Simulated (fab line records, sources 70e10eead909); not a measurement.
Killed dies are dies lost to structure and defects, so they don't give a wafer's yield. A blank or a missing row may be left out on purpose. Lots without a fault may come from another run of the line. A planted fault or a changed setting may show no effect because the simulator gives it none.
One fault seen from 2 desks | flow nand_harc | each desk has only its own numbers; what lay behind them comes last

THE TOOL OWNER'S DESK: har_etch-02
The tool's own readings at NHARC_A_CHANNEL_HOLE_D2_ETCH_27 (etches the open film in C4F8/O2/Ar, time 90 s, target depth 400 nm): means of the sampled wafers that have a number, for each lot that ran on this tool. A lot is out of limits, marked OUT, if its mean lies more than 4 standard deviations from the usual mean; the brackets give that distance.
Columns: A = bias_v at NHARC_A_CHANNEL_HOLE_D2_ETCH_27, usual 401 V; B = c4f8_flow_sccm at NHARC_A_CHANNEL_HOLE_D2_ETCH_27, usual 41.71 sccm; C = drypump_motor_current_A at NHARC_A_CHANNEL_HOLE_D2_ETCH_27, usual 5.67 A; D = he_backside_leak_sccm at NHARC_A_CHANNEL_HOLE_D2_ETCH_27, usual 5.9 sccm; E = showerhead_plenum_p_Torr at NHARC_A_CHANNEL_HOLE_D2_ETCH_27, usual 3.68 Torr; F = throttle_valve_pct at NHARC_A_CHANNEL_HOLE_D2_ETCH_27, usual 27.620 %
lot  | first seen here | A   | B     | C    | D   | E    | F
L505 | day 14 05:53    | 403 | 41.84 | 5.81 | 6.4 | 3.71 | 27.620
L507 | day 14 22:39    | 399 | 41.67 | 5.83 | 6.4 | 3.71 | 27.611
L518 | day 19 21:41    | 403 | 41.69 | 5.82 | 5.2 | 3.67 | 27.616
L520 | day 20 11:50    | 399 | 41.69 | 5.57 | 5.6 | 3.66 | 27.620
L522 | day 20 22:19    | 402 | 41.72 | 5.85 | 5.1 | 3.66 | 27.612
L524 | day 21 17:55    | 401 | 41.80 | 5.57 | 6.9 | 3.65 | 27.612
L525 | day 22 15:27    | 399 | 41.81 | 5.56 | 6.7 | 3.65 | 27.608
This desk's finding: nothing out of limits on any of the 7 lots.

THE METROLOGY DESK
What the gauges read, lot by lot, whatever tool the lot ran on: means of the sampled wafers that have a number. A lot is out of limits, marked OUT, if its mean lies more than 4 standard deviations from the usual mean; the brackets give that distance.
Columns: A = cd_nm at NHARC_A_CHANNEL_HOLE_D2_CD_MEAS_31, usual 90.1 nm
lot  | first seen here | A
L505 | day 14 07:25    | 90.4
L507 | day 15 00:11    | 89.5
L512 | day 17 17:16    | 90.3
L514 | day 17 21:56    | 90.0
L518 | day 19 23:12    | 89.0
L520 | day 20 13:19    | 89.7
L521 | day 20 22:50    | 90.1
L522 | day 20 23:51    | 90.2
L524 | day 21 19:27    | 89.9
L525 | day 22 16:59    | 89.8
L526 | day 22 17:58    | 90.5
This desk's finding: nothing out of limits on any of the 11 lots.

PUT TOGETHER
The tool owner's desk saw nothing out of limits.
The metrology desk saw nothing out of limits.

WHAT THE SIMULATOR HAD PUT IN
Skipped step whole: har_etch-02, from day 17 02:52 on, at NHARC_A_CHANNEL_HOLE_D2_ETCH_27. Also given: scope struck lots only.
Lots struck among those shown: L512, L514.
